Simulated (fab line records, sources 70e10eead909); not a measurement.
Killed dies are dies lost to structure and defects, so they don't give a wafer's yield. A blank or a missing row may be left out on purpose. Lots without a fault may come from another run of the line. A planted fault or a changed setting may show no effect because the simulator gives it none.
Chamber matching | flow nand_harc | NHARC_P_CONTACT_CMP_01 on cmp-02: 4 sister chambers
The step polishes SiO2, target thk 200 nm. 14 wafers are shown with their chamber, then 7 later ones without.

WAFERS WITH THEIR CHAMBER
wafer  | chamber | motor_current_A (A)
L075.1 | 2       | 11.3
L075.2 | 0       | 13.2
L075.4 | 1       | 10.4
L075.3 | 3       | 11.1
L075.5 | 1       | 10.1
L075.6 | 2       | 12.2
L077.3 | 0       | 13.5
L077.4 | 3       | 10.9
L077.5 | 3       | 10.9
L082.2 | 0       | 12.4
L082.3 | 1       | 10.3
L082.4 | 3       | 10.9
L083.1 | 2       | 11.7
L083.2 | 3       | 11.0

SIGNATURES (means of the wafers above)
reading         | chamber 0 | chamber 1 | chamber 2 | chamber 3 | scatter within a chamber
motor_current_A | 13.033    | 10.267    | 11.733    | 10.960    | 0.336
Rule: a wafer's distance from a chamber is the root of the sum, over the readings, of the square of ((its reading less the chamber's mean) divided by the reading's scatter). The wafer belongs to the nearest chamber; if the next one is less than 2 further off, it can't be placed. The scatter: the root of (the sum of the squares of (reading less its chamber's mean) over the shown wafers, divided by (wafers less chambers)).

WAFERS WITHOUT THEIR CHAMBER
wafer  | motor_current_A (A)
L083.6 | 11.5
L092.3 | 12.5
L092.5 | 11.6
L092.6 | 9.9
L094.4 | 12.9
L094.5 | 11.1
L094.6 | 11.4

WHICH CHAMBER EACH WENT THROUGH
wafer  | from the rows above     | in truth
L083.6 | can't be placed: 2 or 3 | 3
L092.3 | can't be placed: 0 or 2 | 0
L092.5 | can't be placed: 2 or 3 | 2
L092.6 | 1                       | 1
L094.4 | 0                       | 0
L094.5 | can't be placed: 3 or 2 | 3
L094.6 | can't be placed: 2 or 3 | 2
Placed correctly: 2 of 7. Can't be placed from these rows: 5 (the true chamber is among the candidates in 5). Placed wrongly: 0.
